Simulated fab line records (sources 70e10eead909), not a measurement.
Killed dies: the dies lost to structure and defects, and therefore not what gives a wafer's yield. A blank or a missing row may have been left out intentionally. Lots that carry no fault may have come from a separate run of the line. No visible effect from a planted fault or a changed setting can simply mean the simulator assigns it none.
Chamber matching / flow nand harc / NHARC_A_ZERO_WELL_DESCUM_12 on rie diel-12: 4 sister chambers
The step chemistry O2, time 3 s. 4 wafers are shown with their chamber, then 6 later ones without.

## WAFERS, EACH WITH ITS CHAMBER
wafer=L172.2; chamber=2; showerhead plenum p Torr (Torr)=1.79
wafer=L172.3; chamber=3; showerhead plenum p Torr (Torr)=1.96
wafer=L172.5; chamber=0; showerhead plenum p Torr (Torr)=1.85
wafer=L176.6; chamber=1; showerhead plenum p Torr (Torr)=1.88

## WAFERS WITH NO CHAMBER GIVEN
wafer=L181.2; showerhead plenum p Torr (Torr)=1.85
wafer=L181.3; showerhead plenum p Torr (Torr)=1.95
wafer=L181.6; showerhead plenum p Torr (Torr)=1.79
wafer=L183.3; showerhead plenum p Torr (Torr)=1.96
wafer=L183.5; showerhead plenum p Torr (Torr)=1.79
wafer=L183.6; showerhead plenum p Torr (Torr)=1.96

## WHICH CHAMBER EACH WENT THROUGH
wafer=L181.2; from the rows above=0; in truth=0
wafer=L181.3; from the rows above=3; in truth=3
wafer=L181.6; from the rows above=2; in truth=2
wafer=L183.3; from the rows above=3; in truth=3
wafer=L183.5; from the rows above=2; in truth=2
wafer=L183.6; from the rows above=3; in truth=3
Correct placement for 6 of the 6. From these rows, 0 cannot be placed. Wrongly placed: 0.
How it was worked out, from the rows above alone: a wafer's distance from a chamber is the root of the sum, over the readings, of the square of ((its reading less the chamber's mean) divided by the reading's scatter). If the next closest chamber is less than 2 further off than the closest, the wafer can't be placed; otherwise it belongs to the closest. A chamber's mean is the mean of its shown wafers. The scatter: root of mean squared gap, hidden wafer to nearest shown wafer, with one shown wafer a chamber.
